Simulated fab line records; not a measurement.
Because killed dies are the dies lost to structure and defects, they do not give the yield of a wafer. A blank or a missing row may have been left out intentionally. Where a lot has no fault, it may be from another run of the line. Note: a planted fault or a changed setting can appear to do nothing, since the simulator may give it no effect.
Matching of chambers + flow nandHarc + rieDiel-08 running NHARC_A_STAIRCASE_TRIM_20: 4 sister chambers
The step chemistry O2, time 211.2 s. 4 wafers are shown with their chamber, then 11 later ones without.

== WAFERS PAIRED WITH THEIR CHAMBERS ==
| wafer  | chamber | showerheadPlenumPTorr (Torr) |
|--------|---------|------------------------------|
| L088.2 | 0       | 3.30                         |
| L089.4 | 1       | 3.42                         |
| L089.5 | 3       | 3.29                         |
| L090.1 | 2       | 3.76                         |

== WAFERS WITH NO CHAMBER GIVEN ==
| wafer  | showerheadPlenumPTorr (Torr) |
|--------|------------------------------|
| L090.3 | 3.41                         |
| L090.6 | 3.76                         |
| L090.2 | 3.30                         |
| L090.4 | 3.29                         |
| L090.5 | 3.41                         |
| L092.2 | 3.29                         |
| L092.3 | 3.76                         |
| L092.6 | 3.30                         |
| L094.4 | 3.29                         |
| L094.5 | 3.29                         |
| L094.6 | 3.76                         |

== WHICH CHAMBER EACH ONE RAN IN ==
| wafer  | from the rows above | in truth                   |
|--------|---------------------|----------------------------|
| L090.3 | 1                   | 1                          |
| L090.6 | 2                   | 2                          |
| L090.2 | 0                   | 0                          |
| L090.4 | 3                   | 3                          |
| L090.5 | 1                   | 1                          |
| L092.2 | 3                   | 3                          |
| L092.3 | 2                   | 2                          |
| L092.6 | 0                   | 0                          |
| L094.4 | 3                   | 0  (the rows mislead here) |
| L094.5 | 3                   | 3                          |
| L094.6 | 2                   | 2                          |
Correct placement for 10 of the 11. Number that these rows cannot place: 0. Number placed wrongly: 1.
How it was worked out, from the rows above alone: a wafer's distance from a chamber is the root of the sum, over the readings, of the square of ((its reading less the chamber's mean) divided by the reading's scatter). The wafer belongs to the nearest chamber; if the next one is less than 2 further off, it can't be placed. The mean given for a chamber averages the wafers shown for that chamber. The scatter (one wafer shown for each chamber): square how far every hidden wafer sits from the nearest shown wafer, average those squares and take the square root.
